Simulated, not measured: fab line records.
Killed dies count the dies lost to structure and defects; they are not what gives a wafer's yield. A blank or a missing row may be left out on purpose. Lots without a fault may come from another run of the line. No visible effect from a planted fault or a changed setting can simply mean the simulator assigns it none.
Problem report in the 8D (eight disciplines) form, filled by code -- flow nand_harc -- the parts of the form that need people (team, actions taken, sign-off) are left out

1. WHAT WENT WRONG
Mean of run_length_s at NHARC_A_WL_FILL_ETCHBACK_17: 38.7 s across 3 wafers in 2 lots; on wafers with no fault it is 48.3 s (standard deviation 0.42). Measured from the usual mean, that is -23 standard deviations.
The step: etches the open film in Cl2/BCl3, target depth 4 nm, time 26.7 s.
The first sign was on wafer L863.2 at day 22 10:25, on rie_metal-01. The record holds 36 wafers of 12 lots with a number at this step. The rule behind "out" and "out of limits": a value lying over 4 standard deviations away from the usual mean. All remaining wafers that have a number are taken as sound.

2. WHAT THIS IS AND IS NOT
question,is,is not
which readings at this step,run_length_s,"drypump_motor_current_A, oes_product_au"
which lots,"L863, L865","L861, L862, L864, L867, L876, L877, L879, L880, L883, L884"
which wafers of those lots,"L863.2, L865.3, L865.6","L863.1, L863.5, L865.5"
read on which tools,rie_metal-01,"rie_metal-02, rie_metal-03"
when,from day 22 10:25,"up to then (11 sound wafers); but 22 sound wafers of L865, L867, L876, L877, L879, L880, L883, L884 came after"

3. SUSPECTS, AND WHAT RULES EACH OUT
Counting: a tool at a process step up to the reading stays a suspect if it ran every lot that is out. Sound lots after the first of them don't rule it out here, since some wafers of a struck lot are sound.
- rie_metal-01 at NHARC_A_WL_FILL_ETCHBACK_17 (etches the open film in Cl2/BCl3, target depth 4 nm, time 26.7 s): kept. It processed each lot that is out (first: L863, day 22 10:25); up to then, its last sound lot is L862 (day 22 03:25). Out on those wafers are its own readings of run_length_s.
- At NHARC_A_WL_FILL_ETCHBACK_17 on rie_metal-01, chamber 1 took the sound wafers of the same lots and chamber 0 took the wafers that are out.
After counting, what remains is rie_metal-01 at NHARC_A_WL_FILL_ETCHBACK_17.

4. THE CAUSE (what the simulator had put in)
rie_metal-01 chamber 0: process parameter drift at NHARC_A_WL_FILL_ETCHBACK_17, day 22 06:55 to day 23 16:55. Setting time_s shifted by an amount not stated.
This tool alone remained once counting was done.

5. SEQUENCE OF EFFECTS, ordered by route
Each row: a reading where the mean over the struck wafers with a number is more than 3 standard deviations away from the usual. Readings are gone through only where the record gives a usual standard deviation; hours: the median, over the lots, of the time from a lot's start at the first step in this table giving one to that lot's start at this step; sigmas: the change measured in usual standard deviations.
hours,step,reading,usual,on struck wafers,change,sigmas
0,NHARC_A_WL_FILL_ETCHBACK_17,run_length_s,48.3 s,38.7,-9.6,-23
It contains these process steps:
- NHARC_A_WL_FILL_ETCHBACK_17: etches the open film in Cl2/BCl3, target depth 4 nm, time 26.7 s.

6. HOW IT WOULD HAVE BEEN CAUGHT EARLIER
In this record the first reading out of limits was taken at day 22 10:25, 3 hours after the fault began at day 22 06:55.
